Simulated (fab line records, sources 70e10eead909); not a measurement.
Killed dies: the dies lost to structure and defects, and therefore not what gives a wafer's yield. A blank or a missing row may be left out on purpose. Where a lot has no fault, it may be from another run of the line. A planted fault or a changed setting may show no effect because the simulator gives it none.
One fault seen from 2 desks + flow nandHarc + every desk sees just its own numbers, and what lay behind them comes last

AT THE TOOL OWNER'S DESK: lithoTrack-01
The tool's own readings at NHARC_A_M1_PEB_07 (peb time 65 s): means of the sampled wafers that have a number, for each lot that ran on this tool. Marked OUT: a lot whose mean sits more than 4 standard deviations from the usual mean, which makes it out of limits; the brackets give that distance.
Columns: A = heaterPowerTotalW at NHARC_A_M1_PEB_07, usual 156.6 W; B = plateTempC at NHARC_A_M1_PEB_07, usual 100.01 C
| lot  | first seen here | A               | B                |
|------|-----------------|-----------------|------------------|
| L420 | day 24 02:46    | 156.9           | 100.07           |
| L423 | day 25 13:55    | 156.6           | 100.05           |
| L424 | day 25 17:38    | 156.3           | 100.00           |
| L425 | day 27 02:29    | 156.3           | 99.95            |
| L428 | day 27 20:46    | 156.9           | 99.92            |
| L430 | day 28 10:19    | 156.4           | 99.98            |
| L437 | day 31 10:49    | 172.1 (+37) OUT | 107.14 (+59) OUT |
| L439 | day 32 10:22    | 172.0 (+37) OUT | 107.17 (+60) OUT |
This desk's finding: out of limits on L437, L439; first on L437, day 31 10:49 (heaterPowerTotalW at NHARC_A_M1_PEB_07). Within limits: L420, L423, L424, L425, L428, L430.

THE METROLOGY DESK
What the gauges read for every lot (on any tool): the sampled wafers with a number, averaged. Marked OUT: a lot whose mean sits more than 4 standard deviations from the usual mean, which makes it out of limits; the brackets give that distance.
Columns: A = thkNm at NHARC_A_M0_THK_MEAS_24, usual 113.6 nm; B = cdNm at NHARC_A_M1_CD_MEAS_09, usual 120.0 nm
| lot  | first seen here | A     | B               |
|------|-----------------|-------|-----------------|
| L418 | day 23 06:08    | 113.6 | 119.7           |
| L419 | day 23 14:52    | 114.0 | 119.4           |
| L421 | day 23 17:38    | 113.4 | 118.8           |
| L420 | day 24 01:18    | 114.5 | 120.2           |
| L423 | day 25 12:28    | 114.2 | 119.9           |
| L424 | day 25 16:11    | 113.5 | 121.2           |
| L425 | day 27 01:00    | 112.9 | 120.6           |
| L428 | day 27 19:17    | 113.2 | 120.7           |
| L429 | day 27 20:58    | 115.3 | 119.8           |
| L430 | day 28 08:51    | 113.4 | 119.8           |
| L434 | day 30 17:54    | 113.2 | 119.4           |
| L437 | day 31 09:24    | 111.4 | 142.1 (+27) OUT |
| L439 | day 32 08:49    | 111.4 | 141.7 (+27) OUT |
This desk's finding: out of limits on L437, L439; first on L437, day 31 10:53 (cdNm at NHARC_A_M1_CD_MEAS_09). Within limits: L418, L419, L421, L420, L423, L424, L425, L428, L429, L430, L434.

TAKEN TOGETHER
The tool owner's desk could have raised an alarm at day 31 10:49, on L437, L439.
Metrology desk: alarm possible at day 31 10:53 on L437, L439.
Of the lots named, all ran NHARC_A_M1_PEB_07 on lithoTrack-01.

WHAT HAD BEEN PUT IN BY THE SIMULATOR
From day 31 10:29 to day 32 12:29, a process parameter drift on lithoTrack-01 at NHARC_A_M1_PEB_07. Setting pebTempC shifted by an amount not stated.
Shown lots that were struck: L437, L439.
Hours from the fault's start to each desk's first reading out of limits: the tool owner's desk, 0; the metrology desk, 0.
